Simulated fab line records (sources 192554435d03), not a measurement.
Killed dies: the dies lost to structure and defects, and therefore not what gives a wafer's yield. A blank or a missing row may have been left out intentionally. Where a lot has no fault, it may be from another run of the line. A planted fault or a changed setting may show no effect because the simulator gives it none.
Chamber matching    flow n5Finfet    3 sister chambers for N5_FIN_SAQP_HM_DEP_72 on pecvd-03
The step deposits SiO2 from SiH4/N2O, target thk 12 nm, time 7.2 s. 20 wafers are shown with their chamber, then 10 later ones without.

WAFERS WITH THEIR CHAMBER
wafer   chamber  showerheadPlenumPTorr (Torr)  heaterPowerW (W)  heaterPowerOuterW (W)
L077.2  0        8.24                          725               467
L077.3  2        8.29                          670               460
L077.4  0        8.24                          727               471
L078.1  0        8.23                          706               453
L078.2  2        8.28                          701               446
L078.5  2        8.29                          685               451
L079.2  2        8.30                          661               440
L079.4  0        8.25                          654               412
L079.5  1        8.29                          766               436
L081.2  2        8.31                          709               463
L081.3  0        8.23                          736               466
L081.6  1        8.29                          838               535
L088.1  1        8.31                          739               436
L088.2  0        8.25                          732               458
L088.4  2        8.31                          659               452
L089.1  2        8.29                          669               456
L089.5  1        8.29                          832               507
L089.6  2        8.29                          677               448
L090.3  1        8.31                          830               484
L090.5  0        8.21                          654               406

SIGNATURES, as means of the wafers listed above
reading                chamber 0  chamber 1  chamber 2  scatter within a chamber
showerheadPlenumPTorr  8.2357     8.2980     8.2950     0.012
heaterPowerW           704.86     801.00     678.88     32.9
heaterPowerOuterW      447.57     479.60     452.00     27
Rule: distance of a wafer from a chamber = root of the sum over the readings of ((wafer's reading minus chamber's mean) / reading's scatter) squared. The wafer belongs to the nearest chamber; if the next one is less than 2 further off, it can't be placed. The scatter is the square root of a quotient: the sum, over the shown wafers, of each reading's squared deviation from its chamber's mean, divided by wafers minus chambers.

WAFERS WITH NO CHAMBER GIVEN
wafer   showerheadPlenumPTorr (Torr)  heaterPowerW (W)  heaterPowerOuterW (W)
L090.6  8.31                          672               442
L091.1  8.29                          657               449
L091.4  8.30                          671               446
L091.5  8.27                          848               507
L094.1  8.31                          597               396
L094.4  8.30                          609               399
L094.5  8.28                          807               472
L096.1  8.27                          770               454
L096.5  8.28                          626               408
L096.6  8.24                          767               448

CHAMBER TAKEN BY EACH
wafer    from the rows above            in truth
L090.6   2                              2
L091.1   2                              2
L091.4   2                              2
L091.5   1                              1
L094.1   2                              2
L094.4   2                              2
L094.5   1                              1
L096.1   can't be placed: 1 or 2 or 0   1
L096.5   2                              2
L096.6   0                              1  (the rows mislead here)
8 of 10 placed correctly. Cannot be placed on the basis of these rows: 1; the candidates contain the true chamber in 1. Placed wrongly: 1.
